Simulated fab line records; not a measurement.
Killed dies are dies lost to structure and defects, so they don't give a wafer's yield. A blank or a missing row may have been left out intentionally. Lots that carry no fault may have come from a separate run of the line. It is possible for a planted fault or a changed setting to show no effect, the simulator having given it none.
fab line records | flow nand-harc | part 2 of 2: steps 5 to 6 of 6
[record] lots = 22 wafers = 66 last-day = 33
route steps=1302 shown A_STAIRCASE@831 A_SGD_CUT@919
lots with no fault: from the same line, run without faults
start-h: hours from the record's first day to the start of the lot's first wafer shown | wait-h: how many hours have passed since the lot's step before this one | " unchanged from the row above | L1.1+2: a single row standing in for several wafers | - either no value or no given start | * or withheld: withheld | < > ~ a bound
route shown NAME@n: names a module that has steps shown in the file, with the first one's number in the route | usual: average and standard deviation across the fault-free wafers | same: alike in all rows | chamber/n: place in a boat | sites: each site's reading | _std_site: the standard deviation of these | _edge_site: inner sites' mean taken away from outer sites' mean | radius-mm: for every site, how far away it sits from the centre of the wafer | mask NAME#n: copy n | behind: tool/chamber where the wafer was last shaped | hold: reason for holding the lot/hours on hold/outcome of the hold | device: the transistor (n, p or np) that didn't switch | end of line: the same wafers' tests at the end of the route | step lacking rows: just its recipe | killed: the dies lost at the first sort to structure and to defects; this is not the yield of the wafer | map: shows each die of a wafer: x if killed, . if not, _ if none is there
set.NAME: the setting the step ran with; set.NAME@STEP: the setting that earlier step ran with | model.NAME: the simulator's own value behind a step, which no gauge read
the route's steps for a sample of lots (tables are steps, rows are wafers)
services: from which hour (start-h, from the record's first day; less than 0 if before it) a tool's chamber was out of use, for how many hours, and why
[[steps]]
[step NHARC_A_STAIRCASE_CMP_152]
[usual] motor-current-A = 11.7/0.9 retaining-ring-pressure-frac = 0.999/0.0053
// columns lot.wafer tool chamber start-h wait-h motor-current-A retaining-ring-pressure-frac
L074.4 cmp-02 3 445.88 0.1 11.6 1.000
L074.3 " 0 " " 10.3 0.997
L074.5 " 2 " " 12.5 0.998
L075.1 cmp-03 1 453.42 0.1 13.0 0.999
L075.4 " 3 " " 11.8 1.003
L075.5 " 1 " " 12.9 1.000
L076.1 cmp-02 3 463.82 0.1 12.3 0.997
L076.4 " 1 " " 10.4 1.001
L076.3 " 2 " " 12.8 1.001
L077.2 cmp-02 3 473.70 0.1 12.0 1.012
L077.4 " 0 " " 11.0 1.000
L077.6 " 1 " " 10.8 0.992
L079.2 cmp-01 1 474.25 0.1 11.2 1.006
L079.1 " 2 " " 11.0 1.003
L079.6 " 0 " " 12.8 0.998
L080.3 cmp-02 2 494.68 0.1 13.5 0.996
L080.2 " 3 " " 11.5 0.999
L080.1 " 0 " " 11.4 1.000
L081.1 cmp-01 0 499.88 0.1 12.2 1.005
L081.3 " 2 " " 12.0 1.011
L081.5 " 1 " " 11.7 0.998
L082.1 cmp-01 1 517.95 0.1 11.1 1.002
L082.3 " 2 " " 11.8 1.007
L082.4 " 3 " " 10.8 0.998
L085.3 cmp-02 3 540.05 0.1 11.2 0.998
L085.2 " 1 " " 10.3 0.993
L085.6 " 3 " " 11.7 0.990
L083.4 cmp-01 0 540.07 0.1 12.8 0.999
L083.2 " 2 " " 11.7 0.983
L083.5 " 0 " " 12.8 0.991
L084.4 cmp-01 3 542.82 0.1 10.7 1.003
L084.1 " 0 " " 12.3 0.997
L084.3 " 1 " " 11.2 1.006
L086.4 cmp-03 1 567.52 0.1 12.5 1.010
L086.1 " 3 " " 12.4 1.004
L086.6 " 1 " " 12.9 1.006
L087.3 cmp-03 3 577.17 0.1 12.6 1.001
L087.1 " 1 " " 12.9 0.999
L087.4 " 2 " " 12.0 1.006
L088.3 cmp-01 2 577.20 0.1 12.3 1.007
L088.4 " 3 " " 10.7 1.001
L088.6 " 3 " " 10.1 1.000
L090.4 cmp-03 1 590.67 0.1 12.8 1.003
L090.3 " 3 " " 12.1 0.998
L090.5 " 1 " " 13.1 0.999
L092.1 cmp-01 2 605.28 0.1 12.1 1.000
L092.2 " 3 " " 10.8 1.000
L092.6 " 3 " " 11.7 0.998
L091.1 cmp-03 2 607.57 0.1 11.8 1.005
L091.2 " 3 " " 12.4 0.991
L091.6 " 1 " " 13.2 0.998
L093.1 cmp-02 0 617.20 0.1 10.6 0.996
L093.6 " 1 " " 10.8 1.001
L093.5 " 2 " " 12.3 1.004
L095.1 cmp-03 1 637.80 0.1 12.6 1.002
L095.3 " 2 " " 12.2 0.994
L095.5 " 0 " " 10.7 1.000
L096.2 cmp-01 1 638.06 0.1 11.1 1.008
L096.1 " 2 " " 11.3 0.986
L096.4 " 0 " " 12.1 1.000
L094.1 cmp-01 1 647.63 0.1 12.1 0.995
L094.4 " 3 " " 11.3 1.006
L094.6 " 0 " " 12.1 1.000
L097.4 cmp-03 3 664.32 0.1 12.1 0.991
L097.1 " 1 " " 13.3 0.997
L097.6 " 2 " " 11.7 0.990
[step NHARC_A_SGD_CUT_ETCHBACK_24]
[recipe] target-depth-a = 500 over-etch-frac = 0.3 time-s = 92.857 ion-energy-ev = 120 ch3f-flow-sccm = 50 o2-flow-sccm = 30 ar-flow-sccm = 200 rf-w = 500 bias-w = 100 chemistry = CH3F/O2
[usual] drypump-motor-current-A = 6.0/0.44 oes-product-au = 0.98/0.036 rf-vpp-V = 244.7/1.7 showerhead-plenum-p-Torr = 2.49/0.11 throttle-valve-pct = 20.664/0.009
// columns lot.wafer tool chamber start-h wait-h drypump-motor-current-A oes-product-au rf-hours-counter-h rf-vpp-V showerhead-plenum-p-Torr throttle-valve-pct
L074.3 rie-diel-04 3 455.53 0.2 6.0 1.04 5 246.4 2.62 20.658
L074.4 " 0 " " 6.4 1.00 5 247.0 2.59 20.679
L074.5 " 0 " " 6.4 1.00 - 245.5 2.59 20.660
L075.1 rie-diel-10 2 462.64 0.1 5.6 0.94 2 246.5 2.60 20.680
L075.4 " 0 " " 5.5 0.97 2 246.2 2.59 20.658
L075.5 " 2 " " 5.6 0.95 - 246.4 2.60 20.660
L076.4 rie-diel-10 1 473.35 0.2 5.9 1.01 3 242.3 2.39 20.659
L076.3 " 2 " " 5.6 0.99 3 244.6 2.60 20.656
L076.1 " 3 " " 6.2 1.00 2 242.4 2.37 20.651
L077.4 rie-diel-10 0 482.91 0.2 5.5 0.94 3 247.3 2.59 20.672
L077.2 " 1 " " 5.9 0.94 4 242.5 2.39 20.653
L077.6 " 2 " " 5.6 0.93 - 246.4 2.60 20.663
L079.2 rie-diel-10 0 483.02 0.1 5.5 0.96 3 246.5 2.59 20.676
L079.1 " 1 " " 5.9 0.96 4 243.8 2.39 20.660
L079.6 " 0 " " 5.5 0.97 - 246.4 2.58 20.673
L080.1 rie-diel-04 3 503.86 0.2 5.9 1.02 7 245.7 2.62 20.657
L080.2 " 0 " " 6.5 0.98 7 245.7 2.58 20.668
L080.3 " 1 " " 5.2 1.01 8 242.2 2.43 20.668
L081.1 rie-diel-04 2 509.22 0.2 6.5 1.03 8 243.4 2.39 20.676
L081.3 " 0 " " 6.5 0.99 7 246.5 2.58 20.677
L081.5 " 1 " " 5.2 1.00 - 244.6 2.43 20.669
L082.3 rie-diel-04 2 527.74 0.1 6.5 1.02 8 242.7 2.39 20.672
L082.4 " 3 " " 5.9 1.04 8 246.9 2.62 20.667
L082.1 " 1 " " 5.2 1.01 8 242.3 2.43 20.664
L084.4 rie-diel-07 1 548.97 0.1 6.4 0.93 7 243.9 2.47 20.656
L084.1 " 2 " " 5.7 0.95 7 240.6 2.29 20.684
L084.3 " 3 " " 6.1 0.94 7 245.7 2.50 20.663
L085.2 rie-diel-04 2 548.99 0.2 6.5 1.01 1 243.3 2.39 20.670
L085.3 " 3 " " 6.0 1.01 1 246.6 2.62 20.671
L085.6 " 2 " " 6.5 1.01 - 244.1 2.39 20.661
L083.2 rie-diel-10 1 549.02 0.2 6.0 1.02 7 243.1 2.39 20.659
L083.4 " 2 " " 5.6 1.00 7 247.8 2.60 20.646
L083.5 " 0 " " 5.5 1.04 - 245.8 2.58 20.670
L086.4 rie-diel-07 2 582.06 0.2 5.8 1.00 10 241.7 2.29 20.647
L086.1 " 1 " " 6.4 0.98 10 244.6 2.46 20.655
L086.6 " 3 " " 6.1 0.99 - 244.7 2.50 20.668
L087.4 rie-diel-04 1 587.65 0.1 5.2 1.02 3 244.2 2.43 20.661
L087.3 " 3 " " 6.0 1.01 4 245.0 2.62 20.663
L087.1 " 0 " " 6.5 1.01 3 246.1 2.58 20.670
L088.3 rie-diel-10 1 587.68 0.2 5.9 0.93 10 243.2 2.39 20.664
L088.4 " 2 " " 5.6 0.92 10 245.8 2.60 20.657
L088.6 " 0 " " 5.5 0.94 - 246.9 2.58 20.651
L090.4 rie-diel-07 0 600.06 0.2 6.1 1.00 12 245.8 2.61 20.655
L090.3 " 3 " " 6.1 1.01 12 246.9 2.50 20.654
L090.5 " 0 " " 6.2 0.99 - 245.4 2.61 20.659
L091.2 rie-diel-04 1 615.04 0.1 5.2 0.95 4 244.1 2.43 20.653
L091.1 " 3 " " 5.9 0.94 5 247.8 2.62 20.657
L091.6 " 2 " " 6.5 0.92 - 244.3 2.39 20.664
L092.1 rie-diel-07 2 615.05 0.1 5.7 1.02 12 241.8 2.29 20.668
L092.2 " 0 " " 6.1 0.99 14 246.0 2.61 20.673
L092.6 " 2 " " 5.8 1.01 - 242.1 2.29 20.666
L093.1 rie-diel-04 2 627.52 0.2 6.5 1.01 6 244.4 2.39 20.667
L093.5 " 0 " " 6.4 0.99 - 245.7 2.58 20.658
L093.6 " 1 " " 5.2 1.01 - 244.4 2.43 20.667
L095.1 rie-diel-10 1 648.76 0.1 5.9 1.00 1 243.3 2.39 20.669
L095.3 " 0 " " 5.5 0.99 2 246.5 2.58 20.662
L095.5 " 2 " " 5.6 1.01 - 245.7 2.60 20.665
L096.1 rie-diel-04 1 648.77 0.1 5.2 1.00 6 245.1 2.43 20.660
L096.2 " 0 " " 6.5 1.01 6 245.2 2.58 20.649
L096.4 " 0 " " 6.5 1.00 - 247.2 2.58 20.664
L094.4 rie-diel-04 1 656.73 0.2 5.2 1.02 7 243.5 2.43 20.661
L094.1 " 2 " " 6.5 0.99 7 244.6 2.39 20.678
L094.6 " 0 " " 6.4 1.01 - 244.6 2.58 20.657
L097.4 rie-diel-04 1 673.60 0.1 5.2 1.00 9 243.1 2.43 20.655
L097.1 " 2 " " 6.5 1.00 9 242.9 2.39 20.664
L097.6 " 1 " " 5.2 1.01 - 243.5 2.43 20.664
[[services]]
// columns tool chamber start-h hours kind
rie-diel-06 2 377.73 5.2 repair
rie-diel-09 0 406.89 7.1 repair
ald-hk-04 - 438.80 10.0 pm
rie-diel-06 1 445.42 16.8 repair
rie-diel-03 - 459.15 9.0 pm
rie-diel-06 - 472.81 0.5 repair
rie-diel-06 - 484.44 9.0 pm
rie-diel-03 0 491.44 8.7 repair
rie-diel-09 - 499.72 9.0 pm
rie-diel-06 3 508.98 12.6 repair
rie-diel-04 - 531.91 9.0 pm
rie-diel-04 1 589.22 7.0 repair
rie-diel-03 0 595.85 5.6 repair
rie-diel-06 - 597.52 0.5 repair
rie-diel-04 0 608.27 10.2 repair
ald-hk-04 - 619.30 10.0 pm
rie-diel-09 3 625.28 1.3 repair
rie-diel-09 1 628.15 7.3 repair
rie-diel-03 - 636.50 9.0 pm
rie-diel-09 0 648.30 13.2 repair
rie-diel-03 1 650.83 17.3 repair
rie-diel-03 3 654.93 1.4 repair
rie-diel-06 - 661.44 9.0 pm
rie-diel-09 2 671.09 3.9 repair
